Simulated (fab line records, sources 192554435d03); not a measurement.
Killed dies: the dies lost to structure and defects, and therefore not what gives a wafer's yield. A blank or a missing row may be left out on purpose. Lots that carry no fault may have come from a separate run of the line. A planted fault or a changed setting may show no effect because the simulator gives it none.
Matching of chambers ; flow n5_finfet ; N5_GATE_CUT_STRIP_42 on rie_diel-06 has 4 sister chambers
The step strips in O2. 16 wafers are shown with their chamber, then 8 later ones without.

== WAFERS WITH THEIR CHAMBER ==
wafer;chamber;drypump_motor_current_A (A);showerhead_plenum_p_Torr (Torr);throttle_valve_pct (%)
L717.3;3;5.8;2.23;16.32
L717.4;1;6.1;2.15;16.70
L717.5;1;6.1;2.15;16.72
L718.2;3;5.8;2.22;16.34
L718.3;2;5.2;2.15;16.53
L718.5;2;5.2;2.15;16.52
L719.2;0;6.0;2.08;16.82
L719.4;3;5.9;2.22;16.34
L719.6;2;5.2;2.15;16.53
L721.3;3;5.8;2.22;16.36
L721.4;2;5.2;2.15;16.54
L721.5;2;5.2;2.15;16.55
L722.1;0;6.0;2.07;16.84
L722.2;1;6.2;2.15;16.28
L722.6;3;5.8;2.22;16.37
L725.1;2;5.2;2.14;16.56

SIGNATURES (averages over the wafers above)
reading;chamber 0;chamber 1;chamber 2;chamber 3;scatter within a chamber
drypump_motor_current_A;6.000;6.133;5.200;5.820;0.035
showerhead_plenum_p_Torr;2.0750;2.1500;2.1483;2.2220;0.00422
throttle_valve_pct;16.8300;16.5667;16.5383;16.3460;0.103
Rule: for each reading, subtract the chamber's mean from the wafer's reading, divide by that reading's scatter and square the result; add these up over the readings and take the root, which gives the wafer's distance from the chamber. If the next closest chamber is less than 2 further off than the closest, the wafer can't be placed; otherwise it belongs to the closest. How the scatter is found: for the shown wafers, subtract from each reading the mean of its chamber, square and add these, divide the total by (wafers less chambers), then take the root.

== WAFERS WITHOUT THEIR CHAMBER ==
wafer;drypump_motor_current_A (A);showerhead_plenum_p_Torr (Torr);throttle_valve_pct (%)
L725.3;6.2;2.15;16.30
L725.6;6.2;2.15;16.29
L736.2;5.2;2.14;16.58
L736.4;5.8;2.21;16.41
L736.6;5.9;2.21;16.41
L739.1;6.2;2.14;16.33
L739.2;5.2;2.14;16.61
L739.6;5.2;2.14;16.61

== WHICH CHAMBER EACH WENT THROUGH ==
wafer;from the rows above;in truth
L725.3;1;1
L725.6;1;1
L736.2;2;2
L736.4;3;3
L736.6;3;3
L739.1;1;1
L739.2;2;2
L739.6;2;2
8 of 8 placed correctly. Not placeable from these rows: 0. Number placed wrongly: 0.
